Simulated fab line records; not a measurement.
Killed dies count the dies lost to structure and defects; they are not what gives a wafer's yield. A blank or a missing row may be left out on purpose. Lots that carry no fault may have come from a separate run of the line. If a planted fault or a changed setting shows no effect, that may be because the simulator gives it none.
Which tool did it?	flow nandHarc	23 lots, 69 wafers sampled, at 6 steps of a route of 1159

## WHAT EACH GAUGE READ, for each wafer
The record holds no reading of a measuring or inspecting step that can be judged against a usual standard deviation.

## EACH LOT AND THE TOOL THAT RAN IT (in order: tool; ch and the chambers of the sampled wafers; start)
lot	NHARC_A_STAIRCASE_ETCH_17	NHARC_A_STAIRCASE_ETCH_21	NHARC_A_STAIRCASE_TRIM_187	NHARC_A_STAIRCASE_TRIM_198	NHARC_A_STAIRCASE_TRIM_224	NHARC_A_STAIRCASE_ETCH_232
L074	rieDiel-04 ch 0,2,3, day 10 15:30 or earlier	rieDiel-13 ch 0,1,3, day 10 15:30 or earlier	rieDiel-04 ch 0,1,3, day 10 15:30	rieDiel-02 ch 0,1,2, no start	rieDiel-02 ch 0,1,2, no start	rieDiel-02 ch 0,2,3, no start
L075	rieDiel-02 ch 0,2, day 11 08:54 or earlier	rieDiel-02 ch 2,3, day 11 08:54 or earlier	rieDiel-04 ch 0,1,2, day 11 08:54	rieDiel-04 ch 2,3, no start	rieDiel-02 ch 2,3, no start	rieDiel-02 ch 1,3, no start
L076	rieDiel-02 ch 0,2,3, day 11 10:55 or earlier	rieDiel-13 ch 0,2, day 11 10:55 or earlier	rieDiel-02 ch 0,1,2, day 11 10:55	rieDiel-02 ch 0,2,3, no start	rieDiel-04 ch 1,2,3, no start	rieDiel-04 ch 0,1,2, no start
L078	rieDiel-13 ch 0,1, day 11 20:15 or earlier	rieDiel-02 ch 0,1,2, day 11 20:15 or earlier	rieDiel-04 ch 0,1,2, day 11 20:15	rieDiel-13 ch 2,3, no start	rieDiel-13 ch 0,1,2, no start	rieDiel-04 ch 0,1,2, no start
L077	rieDiel-04 ch 1,2,3, day 11 20:04 or earlier	rieDiel-13 ch 0,1,3, day 11 20:04 or earlier	rieDiel-02 ch 0,1,3, day 11 20:04	rieDiel-02 ch 0,1,2, no start	rieDiel-02 ch 1,2,3, no start	rieDiel-02 ch 1,2,3, no start
L079	rieDiel-04 ch 0,1,2, day 12 05:31 or earlier	rieDiel-04 ch 0,1,2, day 12 05:31 or earlier	rieDiel-04 ch 0,1,3, day 12 05:31	rieDiel-02 ch 0,1,2, no start	rieDiel-02 ch 0,2,3, no start	rieDiel-02 ch 0,1,3, no start
L082	rieDiel-02 ch 1,2,3, day 12 19:34 or earlier	rieDiel-04 ch 1,2,3, day 12 19:34 or earlier	rieDiel-02 ch 0,2,3, day 12 19:34	rieDiel-04 ch 1,2,3, no start	rieDiel-04 ch 2,3, no start	rieDiel-13 ch 0,2,3, no start
L080	rieDiel-02 ch 1,2, day 12 20:28 or earlier	rieDiel-04 ch 0,1, day 12 20:28 or earlier	rieDiel-02 ch 0,1, day 12 20:28	rieDiel-04 ch 0,2,3, no start	rieDiel-02 ch 0,3, no start	rieDiel-02 ch 2,3, no start
L083	rieDiel-02 ch 2,3, day 13 12:28 or earlier	rieDiel-02 ch 0,1, day 13 12:28 or earlier	rieDiel-02 ch 0,2,3, day 13 12:28	rieDiel-02 ch 0,1,2, no start	rieDiel-02 ch 0,1, no start	rieDiel-13 ch 2,3, no start
L084	rieDiel-13 ch 0,1,2, day 13 11:46 or earlier	rieDiel-13 ch 0,1,3, day 13 11:46 or earlier	rieDiel-04 ch 1,2,3, day 13 11:46	rieDiel-04 ch 0,2,3, no start	rieDiel-04 ch 0,1,3, no start	rieDiel-04 ch 0,1,3, no start
L087	rieDiel-04 ch 1,2, day 14 03:50 or earlier	rieDiel-04 ch 1,2, day 14 03:50 or earlier	rieDiel-04 ch 0,2,3, day 14 03:50	rieDiel-04 ch 1,3, no start	rieDiel-04 ch 0,1,3, no start	rieDiel-04 ch 0,1,3, no start
L086	rieDiel-13 ch 0,1,3, day 14 04:17 or earlier	rieDiel-02 ch 1,2,3, day 14 04:17 or earlier	rieDiel-02 ch 0,2,3, day 14 04:17	rieDiel-13 ch 1,2,3, no start	rieDiel-13 ch 0,2, no start	rieDiel-13 ch 0,2, no start
L088	rieDiel-02 ch 0,1,2, day 14 04:40 or earlier	rieDiel-02 ch 1,3, day 14 04:40 or earlier	rieDiel-02 ch 1,2,3, day 14 04:40	rieDiel-02 ch 0,1,3, no start	rieDiel-02 ch 1,2,3, no start	rieDiel-02 ch 2,3, no start
L085	rieDiel-04 ch 2,3, day 14 14:08 or earlier	rieDiel-13 ch 0,1,2, day 14 14:08 or earlier	rieDiel-04 ch 2,3, day 14 14:08	rieDiel-02 ch 0,2,3, no start	rieDiel-13 ch 2,3, no start	rieDiel-04 ch 1,3, no start
L090	rieDiel-04 ch 0,1, day 14 23:06 or earlier	rieDiel-13 ch 0,3, day 14 23:06 or earlier	rieDiel-13 ch 0,2, day 14 23:06	rieDiel-13 ch 0,1,2, no start	rieDiel-04 ch 0,3, no start	rieDiel-02 ch 0,2,3, no start
L089	rieDiel-13 ch 0,1,3, day 14 23:20 or earlier	rieDiel-04 ch 0,3, day 14 23:20 or earlier	rieDiel-13 ch 0,1,2, day 14 23:20	rieDiel-04 ch 1,2,3, no start	rieDiel-02 ch 1,2, no start	rieDiel-02 ch 0,2,3, no start
L091	rieDiel-04 ch 1,2, day 15 04:30 or earlier	rieDiel-04 ch 0,1,3, day 15 04:30 or earlier	rieDiel-13 ch 0,1, day 15 04:30	rieDiel-13 ch 2,3, no start	rieDiel-04 ch 1,2,3, no start	rieDiel-04 ch 0,1, no start
L092	rieDiel-02 ch 0,1, day 15 04:52 or earlier	rieDiel-02 ch 1,2, day 15 04:52 or earlier	rieDiel-04 ch 2,3, day 15 04:52	rieDiel-04 ch 0,2,3, no start	rieDiel-13 ch 2,3, no start	rieDiel-04 ch 1,2, no start
L094	rieDiel-13 ch 0,2,3, day 15 12:17 or earlier	rieDiel-13 ch 0,2, day 15 12:17 or earlier	rieDiel-04 ch 0,1,3, day 15 12:17	rieDiel-02 ch 1,2, no start	rieDiel-02 ch 0,1,2, no start	rieDiel-02 ch 1,3, no start
L093	rieDiel-13 ch 0,1,2, day 15 12:29 or earlier	rieDiel-02 ch 0,3, day 15 12:29 or earlier	rieDiel-04 ch 1,2,3, day 15 12:29	rieDiel-04 ch 0,2,3, no start	rieDiel-13 ch 0,3, no start	rieDiel-13 ch 0,1, no start
L095	rieDiel-13 ch 0,2,3, day 16 02:24 or earlier	rieDiel-04 ch 0,3, day 16 02:24 or earlier	rieDiel-02 ch 1,2, day 16 02:24	rieDiel-02 ch 0,2,3, no start	rieDiel-02 ch 0,2,3, no start	rieDiel-02 ch 1,2,3, no start
L096	rieDiel-13 ch 0,1,3, day 16 02:41 or earlier	rieDiel-04 ch 1,2,3, day 16 02:41 or earlier	rieDiel-04 ch 0,1,3, day 16 02:41	rieDiel-13 ch 0,1,3, no start	rieDiel-13 ch 0,1,3, no start	rieDiel-02 ch 1,2,3, no start
L097	rieDiel-02 ch 0,1,2, day 16 21:06 or earlier	rieDiel-04 ch 1,2, day 16 21:06 or earlier	rieDiel-02 ch 0,2,3, day 16 21:06	rieDiel-04 ch 0,1, no start	rieDiel-02 ch 1,2,3, no start	rieDiel-02 ch 0,2,3, no start
- NHARC_A_STAIRCASE_ETCH_17: etches the open film in C4F8/O2, target depth 100 nm, time 40.5 s.
- NHARC_A_STAIRCASE_ETCH_21: etches the open film in C4F8/O2, target depth 100 nm, time 40.5 s.
- NHARC_A_STAIRCASE_TRIM_187: chemistry O2, time 211.2 s.
- NHARC_A_STAIRCASE_TRIM_198: chemistry O2, time 211.2 s.
- NHARC_A_STAIRCASE_TRIM_224: chemistry O2, time 211.2 s.
- NHARC_A_STAIRCASE_ETCH_232: etches the open film in C4F8/O2, target depth 100 nm, time 40.5 s.

## AS READ BY THE TOOLS THEMSELVES (means over the sampled wafers that have a number; for cases with no such wafer, the mark the record gives instead)
NHARC_A_STAIRCASE_ETCH_17.
lot	tool	oesProductAu (a.u.)	rfFwdPowerW (W)	rfVppV (V)
L074	rieDiel-04	0.941	593.5	889
L075	rieDiel-02	0.938	590.8	895
L076	rieDiel-02	0.946	594.7	897
L078	rieDiel-13	0.956	594.5	894
L077	rieDiel-04	0.948	592.3	891
L079	rieDiel-04	0.954	592.1	890
L082	rieDiel-02	0.941	593.4	896
L080	rieDiel-02	0.934	591.3	894
L083	rieDiel-02	0.951	595.7	900
L084	rieDiel-13	0.933	593.1	893
L087	rieDiel-04	0.944	594.2	903
L086	rieDiel-13	0.930	592.1	896
L088	rieDiel-02	0.935	593.9	895
L085	rieDiel-04	0.939	592.0	896
L090	rieDiel-04	0.960	595.0	893
L089	rieDiel-13	0.939	593.6	896
L091	rieDiel-04	0.945	595.0	900
L092	rieDiel-02	0.937	593.2	894
L094	rieDiel-13	0.925	592.3	896
L093	rieDiel-13	0.933	593.3	892
L095	rieDiel-13	0.933	592.1	896
L096	rieDiel-13	0.942	591.5	896
L097	rieDiel-02	0.932	594.8	894

NHARC_A_STAIRCASE_ETCH_21.
lot	tool	oesProductAu (a.u.)	rfFwdPowerW (W)	rfVppV (V)
L074	rieDiel-13	0.947	593.1	896
L075	rieDiel-02	0.956	593.7	897
L076	rieDiel-13	0.945	594.1	891
L078	rieDiel-02	0.971	593.9	895
L077	rieDiel-13	0.972	593.3	896
L079	rieDiel-04	0.957	594.7	890
L082	rieDiel-04	0.932	592.2	891
L080	rieDiel-04	0.939	594.8	893
L083	rieDiel-02	0.928	592.5	894
L084	rieDiel-13	0.949	594.2	896
L087	rieDiel-04	0.931	593.6	903
L086	rieDiel-02	0.925	592.0	897
L088	rieDiel-02	0.939	593.6	896
L085	rieDiel-13	0.946	593.7	893
L090	rieDiel-13	0.947	595.0	898
L089	rieDiel-04	0.947	593.6	889
L091	rieDiel-04	0.949	592.4	891
L092	rieDiel-02	0.929	592.3	894
L094	rieDiel-13	0.932	592.9	892
L093	rieDiel-02	0.949	595.8	899
L095	rieDiel-04	0.947	591.4	890
L096	rieDiel-04	0.962	594.9	898
L097	rieDiel-04	0.964	597.2	902

NHARC_A_STAIRCASE_TRIM_187.
lot	tool	drypumpMotorCurrentA (A)	oesProductAu (a.u.)	rfVppV (V)	showerheadPlenumPTorr (Torr)	throttleValvePct (%)
L074	rieDiel-04	6.2	1.003	57.0	3.42	17.046
L075	rieDiel-04	6.2	1.007	56.5	3.38	17.030
L076	rieDiel-02	5.7	0.997	57.3	3.48	17.050
L078	rieDiel-04	6.2	1.006	57.8	3.38	17.039
L077	rieDiel-02	5.4	1.001	57.9	3.53	17.033
L079	rieDiel-04	6.2	1.007	56.7	3.41	17.033
L082	rieDiel-02	5.6	1.010	57.1	3.55	17.036
L080	rieDiel-02	5.5	1.003	57.4	3.45	17.039
L083	rieDiel-02	5.7	1.008	57.3	3.55	17.034
L084	rieDiel-04	6.3	1.007	58.8	3.57	17.028
L087	rieDiel-04	6.1	0.997	57.0	3.50	17.037
L086	rieDiel-02	5.6	1.014	58.2	3.55	17.040
L088	rieDiel-02	5.7	1.006	58.1	3.53	17.027
L085	rieDiel-04	6.3	0.988	57.9	3.66	17.045
L090	rieDiel-13	5.6	0.994	57.3	3.41	17.042
L089	rieDiel-13	5.8	1.014	56.4	3.42	17.038
L091	rieDiel-13	5.6	1.004	57.5	3.39	17.034
L092	rieDiel-04	6.2	0.995	57.4	3.51	17.034
L094	rieDiel-04	6.2	1.013	57.7	3.40	17.044
L093	rieDiel-04	6.3	1.003	58.4	3.56	17.032
L095	rieDiel-02	5.7	0.987	56.8	3.45	17.036
L096	rieDiel-04	6.2	1.002	57.7	3.39	17.033
L097	rieDiel-02	5.7	0.998	57.6	3.53	17.034

NHARC_A_STAIRCASE_TRIM_198.
lot	tool	drypumpMotorCurrentA (A)	oesProductAu (a.u.)	rfVppV (V)	showerheadPlenumPTorr (Torr)	throttleValvePct (%)
L074	rieDiel-02	5.7	0.997	58.3	3.48	17.035
L075	rieDiel-04	6.3	1.003	57.6	3.31	17.025
L076	rieDiel-02	5.6	1.013	58.1	3.56	17.031
L078	rieDiel-13	5.7	1.004	58.7	3.56	17.036
L077	rieDiel-02	5.7	1.001	58.0	3.48	17.036
L079	rieDiel-02	5.7	1.007	58.0	3.48	17.037
L082	rieDiel-04	6.3	1.005	57.7	3.39	17.027
L080	rieDiel-04	6.1	0.998	56.9	3.32	17.044
L083	rieDiel-02	5.7	0.996	58.0	3.47	17.046
L084	rieDiel-04	6.1	1.003	57.3	3.50	17.038
L087	rieDiel-04	6.3	0.998	57.9	3.42	17.040
L086	rieDiel-13	5.8	1.002	57.4	3.57	17.035
L088	rieDiel-02	5.5	0.991	57.6	3.52	17.029
L085	rieDiel-02	5.7	1.006	57.8	3.54	17.039
L090	rieDiel-13	5.8	0.996	57.5	3.42	17.038
L089	rieDiel-04	6.3	1.005	57.2	3.56	17.035
L091	rieDiel-13	5.7	1.000	58.4	3.55	17.040
L092	rieDiel-04	6.1	1.002	57.3	3.49	17.042
L094	rieDiel-02	5.7	0.983	58.0	3.45	17.044
L093	rieDiel-04	6.1	1.000	57.5	3.49	17.041
L095	rieDiel-02	5.6	1.004	57.7	3.54	17.029
L096	rieDiel-13	5.7	0.992	58.0	3.52	17.037
L097	rieDiel-04	6.3	1.015	58.2	3.45	17.039

NHARC_A_STAIRCASE_TRIM_224.
lot	tool	drypumpMotorCurrentA (A)	oesProductAu (a.u.)	rfVppV (V)	showerheadPlenumPTorr (Torr)	throttleValvePct (%)
L074	rieDiel-02	5.7	0.998	57.9	3.48	17.033
L075	rieDiel-02	5.9	1.013	57.7	3.57	17.041
L076	rieDiel-04	6.3	1.011	57.3	3.40	17.035
L078	rieDiel-13	5.8	1.000	57.7	3.43	17.036
L077	rieDiel-02	5.7	1.007	58.5	3.54	17.031
L079	rieDiel-02	5.7	1.010	56.5	3.55	17.034
L082	rieDiel-04	6.3	1.001	56.9	3.30	17.036
L080	rieDiel-02	5.4	1.005	58.1	3.54	17.036
L083	rieDiel-02	5.5	1.003	57.6	3.46	17.032
L084	rieDiel-04	6.2	1.007	57.3	3.41	17.039
L087	rieDiel-04	6.2	1.007	57.8	3.40	17.031
L086	rieDiel-13	5.5	1.002	57.8	3.38	17.041
L088	rieDiel-02	5.7	0.997	57.8	3.53	17.036
L085	rieDiel-13	5.7	0.993	58.0	3.55	17.031
L090	rieDiel-04	6.1	0.998	57.4	3.34	17.034
L089	rieDiel-02	5.9	0.993	57.4	3.47	17.034
L091	rieDiel-04	6.3	1.004	58.2	3.56	17.044
L092	rieDiel-13	5.6	0.995	58.1	3.65	17.040
L094	rieDiel-02	5.7	0.981	58.5	3.46	17.038
L093	rieDiel-13	5.4	0.995	58.3	3.62	17.032
L095	rieDiel-02	5.6	1.005	57.4	3.54	17.046
L096	rieDiel-13	5.7	0.992	57.9	3.52	17.038
L097	rieDiel-02	5.6	1.004	57.8	3.52	17.044

NHARC_A_STAIRCASE_ETCH_232.
lot	tool	oesProductAu (a.u.)	rfFwdPowerW (W)	rfVppV (V)
L074	rieDiel-02	0.954	593.7	897
L075	rieDiel-02	0.943	593.5	898
L076	rieDiel-04	0.948	598.0	891
L078	rieDiel-04	0.965	595.2	892
L077	rieDiel-02	0.946	592.7	896
L079	rieDiel-02	0.947	594.8	896
L082	rieDiel-13	0.954	591.8	896
L080	rieDiel-02	0.958	592.9	898
L083	rieDiel-13	0.962	592.0	897
L084	rieDiel-04	0.949	594.1	892
L087	rieDiel-04	0.927	594.9	891
L086	rieDiel-13	0.939	594.6	892
L088	rieDiel-02	0.950	593.7	899
L085	rieDiel-04	0.949	592.7	894
L090	rieDiel-02	0.942	593.8	896
L089	rieDiel-02	0.939	592.7	897
L091	rieDiel-04	0.949	593.7	892
L092	rieDiel-04	0.967	593.5	902
L094	rieDiel-02	0.943	593.4	897
L093	rieDiel-13	0.948	592.1	890
L095	rieDiel-02	0.947	591.8	895
L096	rieDiel-02	0.931	593.5	896
L097	rieDiel-02	0.945	591.7	897

## THE ANSWER, worked out from the rows above alone
Rule: what is usual is taken from the lots themselves. The widest of any qualifying gaps counts: lots, ordered by their means at a reading, are off when they make up no more than a third of the lots, leave a main group of 4 or more, and stand apart from it by 3 or more times the standard deviation of that group's means. A main group is skipped when, at the precision printed for the reading in the tables above, its means are all equal. Also off: a lot with no number at a reading for which 4 or more lots have one. All remaining lots with rows at the step are treated as sound. After the gauges, taken in route order, come the tools' own readings; for these a lot's mean is taken, as printed above. The first step at which some lot is off is used, and at that step the reading that is off furthest; a lot without a number counts as furthest.
None of the lots is off at any reading shown; this tells nothing.

## WHAT THE SIMULATOR HAD PUT IN
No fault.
